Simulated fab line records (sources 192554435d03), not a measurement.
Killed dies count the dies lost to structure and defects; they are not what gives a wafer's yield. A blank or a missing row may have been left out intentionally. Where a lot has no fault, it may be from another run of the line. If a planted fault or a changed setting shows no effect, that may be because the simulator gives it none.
Chamber matching | flow n5 finfet | uv cure-02 running N5_BEOL_M10_CURE_72: 3 sister chambers
The step cures SiCOH lowk, time 120 s. 22 wafers are shown with their chamber, then 11 later ones without.

== WAFERS WITH THEIR CHAMBER ==
wafer  | chamber | wafer_temp_C_max | lamp power pct (%)
L083.1 | 0       | 371.6            | 52.24
L083.2 | 0       | 371.3            | 52.37
L083.6 | 0       | 372.1            | 52.40
L083.3 | 0       | 372.0            | 52.35
L083.4 | 0       | 372.6            | 52.38
L083.5 | 0       | 372.5            | 52.31
L084.1 | 2       | 372.1            | 52.24
L084.2 | 2       | 372.2            | 52.25
L084.4 | 2       | 371.6            | 52.30
L092.1 | 2       | 371.8            | 52.30
L092.2 | 2       | 372.1            | 52.34
L092.4 | 2       | 372.1            | 52.30
L093.1 | 1       | 373.0            | 52.39
L093.3 | 1       | 372.9            | 52.41
L093.4 | 1       | 372.8            | 52.33
L094.1 | 1       | 371.9            | 52.33
L094.2 | 1       | 373.1            | 52.34
L094.3 | 1       | 372.0            | 52.24
L094.4 | 1       | 371.9            | 52.32
L094.5 | 1       | 371.9            | 52.25
L094.6 | 1       | 372.4            | 52.24
L095.1 | 1       | 373.0            | 52.27

SIGNATURES (means of the wafers above)
reading          | chamber 0 | chamber 1 | chamber 2 | scatter within a chamber
wafer_temp_C_max | 372.017   | 372.490   | 371.983   | 0.458
lamp power pct   | 52.3417   | 52.3120   | 52.2883   | 0.0548
Rule: for each reading, subtract the chamber's mean from the wafer's reading, divide by that reading's scatter and square the result; add these up over the readings and take the root, which gives the wafer's distance from the chamber. If the next closest chamber is less than 2 further off than the closest, the wafer can't be placed; otherwise it belongs to the closest. The scatter is the square root of a quotient: the sum, over the shown wafers, of each reading's squared deviation from its chamber's mean, divided by wafers minus chambers.

== WAFERS MISSING THEIR CHAMBER ==
wafer  | wafer_temp_C_max | lamp power pct (%)
L095.4 | 372.5            | 52.31
L095.6 | 373.0            | 52.43
L095.2 | 373.2            | 52.38
L095.3 | 372.5            | 52.28
L095.5 | 372.3            | 52.18
L096.1 | 372.3            | 52.31
L096.2 | 372.3            | 52.39
L096.3 | 372.1            | 52.35
L096.4 | 372.1            | 52.34
L096.5 | 372.0            | 52.45
L096.6 | 372.8            | 52.32

== WHICH CHAMBER EACH ONE RAN IN ==
wafer  | from the rows above          | in truth
L095.4 | can't be placed: 1 or 2 or 0 | 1
L095.6 | can't be placed: 1 or 0 or 2 | 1
L095.2 | can't be placed: 1 or 0 or 2 | 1
L095.3 | can't be placed: 1 or 2 or 0 | 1
L095.5 | can't be placed: 2 or 1 or 0 | 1
L096.1 | can't be placed: 1 or 2 or 0 | 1
L096.2 | can't be placed: 0 or 1 or 2 | 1
L096.3 | can't be placed: 0 or 1 or 2 | 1
L096.4 | can't be placed: 0 or 2 or 1 | 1
L096.5 | can't be placed: 0 or 1 or 2 | 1
L096.6 | can't be placed: 1 or 0 or 2 | 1
Correct placement for 0 of the 11. Unplaceable from these rows: 11, with the true chamber sitting among the candidates in 11. 0 placed wrongly.
